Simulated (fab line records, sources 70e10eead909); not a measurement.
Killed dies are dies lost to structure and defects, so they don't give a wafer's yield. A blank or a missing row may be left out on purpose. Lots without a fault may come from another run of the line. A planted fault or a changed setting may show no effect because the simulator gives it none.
Tool commonality check | flow nand_harc | 12 lots, 36 wafers sampled

WHY IT WAS OPENED
At NHARC_A_SOURCE_PLATE_THK_MEAS_09 the reading thk_nm is flagged on 3 of 12 lots. Wafers without a fault read 9.6 nm, standard deviation 0.95.
Rule: a lot is flagged when every wafer of it that has a number lies more than 4 standard deviations from that mean, or none has a number. The other lots count as sound.

lot  | measured     | on            | thk_nm (nm), wafer by wafer | flag
L749 | day 8 01:07  | film_metro-02 | 11.0 11.4 10.9              |
L750 | day 8 09:38  | film_metro-01 | 11.9 10.1 11.6              |
L751 | day 8 19:07  | film_metro-01 | 9.7 10.7 10.6               |
L752 | day 9 04:35  | film_metro-02 | 8.6 10.5 7.9                |
L753 | day 9 14:02  | film_metro-01 | 8.7 10.3 9.9                |
L754 | day 10 06:43 | film_metro-01 | 10.1 10.7 7.4               |
L755 | day 10 06:43 | film_metro-02 | 9.2 9.9 9.0                 |
L758 | day 11 21:19 | film_metro-02 | 15.8 15.6 16.1              | FLAGGED
L763 | day 14 07:19 | film_metro-01 | 16.8 15.9 14.7              | FLAGGED
L765 | day 14 14:16 | film_metro-01 | 9.8 9.0 11.0                |
L766 | day 15 13:43 | film_metro-02 | 15.3 16.2 14.6              | FLAGGED
L768 | day 16 06:55 | film_metro-01 | 9.8 9.0 8.8                 |
The numbers of the flagged lots are 15.7 nm on average: +6.1 nm against the usual, or +6 standard deviations.

WHICH TOOL RAN EACH LOT
The record holds 3 process steps before the reading, out of a route of 1302 steps. In each cell: the tool, then ch and the chambers that the sampled wafers went through, then the start.
lot  | flag    | NHARC_P_BONDPAD_DEGAS_25     | NHARC_P_BONDPAD_ACTIVATE_29        | NHARC_A_SOURCE_PLATE_OXIDE_02
L749 |         | pvd_sputter-03, day 7 15:32  | rie_diel-12 ch 0,1,2, day 7 17:13  | furnace-06 ch 0, day 7 21:05
L750 |         | pvd_sputter-02, day 7 22:11  | rie_diel-02 ch 1,2,3, day 8 00:07  | furnace-06 ch 0, day 8 05:35
L751 |         | pvd_sputter-01, day 8 04:15  | rie_diel-02 ch 1,2,3, day 8 05:58  | furnace-05 ch 0, day 8 15:05
L752 |         | pvd_sputter-01, day 8 17:01  | rie_diel-12 ch 0,2,3, day 8 18:46  | furnace-05 ch 0, day 9 00:34
L753 |         | pvd_sputter-02, day 9 02:19  | rie_diel-10 ch 0,1,2, day 9 04:01  | furnace-05 ch 0, day 9 10:02
L754 |         | pvd_sputter-02, day 9 19:31  | rie_diel-12 ch 0,2, day 9 21:12    | furnace-06 ch 0, day 10 02:37
L755 |         | pvd_sputter-03, day 9 19:59  | rie_diel-02 ch 0,1, day 9 21:40    | furnace-06 ch 0, day 10 02:37
L758 | FLAGGED | pvd_sputter-03, day 11 05:52 | rie_diel-12 ch 0,2,3, day 11 07:33 | furnace-06, day 11 13:02 and furnace-01 ch 0, day 11 16:58
L763 | FLAGGED | pvd_sputter-02, day 13 15:03 | rie_diel-12 ch 1,2, day 13 16:45   | furnace-05 ch 0, day 13 22:44 and furnace-01 ch 0, day 14 02:54
L765 |         | pvd_sputter-01, day 14 02:31 | rie_diel-12 ch 0,2,3, day 14 04:16 | furnace-05 ch 0, day 14 10:13
L766 | FLAGGED | pvd_sputter-02, day 14 20:16 | rie_diel-12 ch 0,2,3, day 14 21:56 | furnace-06 ch 0, day 15 03:38 and furnace-01 ch 0, day 15 09:18
L768 |         | pvd_sputter-02, day 15 18:49 | rie_diel-02 ch 0,2, day 15 20:29   | furnace-01 ch 0, day 16 02:50
What these steps do:
- NHARC_P_BONDPAD_DEGAS_25: time 60 s.
- NHARC_P_BONDPAD_ACTIVATE_29: chemistry N2, time 60 s.
- NHARC_A_SOURCE_PLATE_OXIDE_02: material SiO2, target thk 10 nm, ox time 1362 s.
- NHARC_A_SOURCE_PLATE_THK_MEAS_09: measures by ellipsometry.

FLAGGED OVER TOTAL, TOOL BY TOOL (the gauges that took the reading come last)
step                             | tool           | lots run | flagged | share of the flagged lots | sound lots run after its first flagged lot
NHARC_P_BONDPAD_DEGAS_25         | pvd_sputter-01 | 3        | 0       | none                      | -
NHARC_P_BONDPAD_DEGAS_25         | pvd_sputter-02 | 6        | 2       | some                      | 1 (L768)
NHARC_P_BONDPAD_DEGAS_25         | pvd_sputter-03 | 3        | 1       | some                      | 0
NHARC_P_BONDPAD_ACTIVATE_29      | rie_diel-02    | 4        | 0       | none                      | -
NHARC_P_BONDPAD_ACTIVATE_29      | rie_diel-10    | 1        | 0       | none                      | -
NHARC_P_BONDPAD_ACTIVATE_29      | rie_diel-12    | 7        | 3       | all                       | 1 (L765)
NHARC_A_SOURCE_PLATE_OXIDE_02    | furnace-01     | 4        | 3       | all                       | 1 (L768)
NHARC_A_SOURCE_PLATE_OXIDE_02    | furnace-05     | 5        | 1       | some                      | 1 (L765)
NHARC_A_SOURCE_PLATE_OXIDE_02    | furnace-06     | 6        | 2       | some                      | 0
NHARC_A_SOURCE_PLATE_THK_MEAS_09 | film_metro-01  | 7        | 1       | some                      | 2 (L765,L768)
NHARC_A_SOURCE_PLATE_THK_MEAS_09 | film_metro-02  | 5        | 2       | some                      | 0

WHAT THE TABLE ALLOWS
2 rows of the table ran every flagged lot: rie_diel-12 at NHARC_P_BONDPAD_ACTIVATE_29, furnace-01 at NHARC_A_SOURCE_PLATE_OXIDE_02.
- rie_diel-12 at NHARC_P_BONDPAD_ACTIVATE_29: 3 of its 7 lots flagged. Sound lots ran on it after the first flagged one (L765), which a lasting fault on the whole tool wouldn't allow.
- furnace-01 at NHARC_A_SOURCE_PLATE_OXIDE_02: 3 of its 4 lots flagged. Sound lots ran on it after the first flagged one (L768), which a lasting fault on the whole tool wouldn't allow.
No row of the table ran every flagged lot and no sound lot after the first.

WHAT THE SIMULATOR HAD PUT IN
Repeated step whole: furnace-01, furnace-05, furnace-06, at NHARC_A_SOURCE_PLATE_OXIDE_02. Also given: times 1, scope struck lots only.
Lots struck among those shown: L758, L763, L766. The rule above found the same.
